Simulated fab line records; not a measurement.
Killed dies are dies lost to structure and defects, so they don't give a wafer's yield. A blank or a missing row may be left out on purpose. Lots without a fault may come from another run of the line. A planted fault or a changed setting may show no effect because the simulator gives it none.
Which tool did it? / flow n5Finfet / route of 1938 steps, sampled at 1 step: 12 lots, 36 wafers

== WHAT THE GAUGES SHOWED, per wafer ==
N5_BEOL_M12_CD_MEAS_10: the cd target is 140 nm.
lot=L074; measured=day 15 03:28; on=cdSem-02; cdNm (nm)=134.0 142.0 134.4
lot=L077; measured=day 15 12:17; on=cdSem-02; cdNm (nm)=138.8 139.9 144.7
lot=L079; measured=day 15 13:43; on=cdSem-02; cdNm (nm)=142.2 137.1 139.2
lot=L083; measured=day 16 09:59; on=cdSem-03; cdNm (nm)=137.4 138.3 138.1
lot=L082; measured=day 16 14:20; on=cdSem-02; cdNm (nm)=144.8 142.6 140.2
lot=L084; measured=day 17 03:29; on=cdSem-02; cdNm (nm)=141.1 146.2 145.3
lot=L089; measured=day 17 20:25; on=cdSem-01; cdNm (nm)=139.0 137.7 141.2
lot=L087; measured=day 18 09:12; on=cdSem-03; cdNm (nm)=138.7 137.6 134.4
lot=L088; measured=day 18 13:58; on=cdSem-02; cdNm (nm)=143.0 140.2 138.6
lot=L093; measured=day 19 05:11; on=cdSem-02; cdNm (nm)=144.8 142.9 139.9
lot=L095; measured=day 19 22:50; on=cdSem-03; cdNm (nm)=139.9 139.2 139.5
lot=L097; measured=day 20 11:50; on=cdSem-03; cdNm (nm)=140.8 139.7 140.6

== TOOL THAT RAN EACH LOT (tool first, then ch and the chambers of the sampled wafers, then the start) ==
There is no process step in the record ahead of these readings.

== THE ANSWER, worked out from the rows above alone ==
Rule: what is usual is taken from the lots themselves. Put in order of their means at a reading, lots are off if they are a third of the lots or fewer, leave a main group of 4 or more, and stand apart from it by a gap of 3 or more times the standard deviation of the main group's means; of several such gaps the widest counts. Not used: any main group whose means are identical at the precision the tables above print for the reading. Also off: a lot with no number at a reading for which 4 or more lots have one. All remaining lots with rows at the step are treated as sound.
No lot is off at any reading shown: from this, nothing can be told.

== WHAT THE SIMULATOR HAD PUT IN ==
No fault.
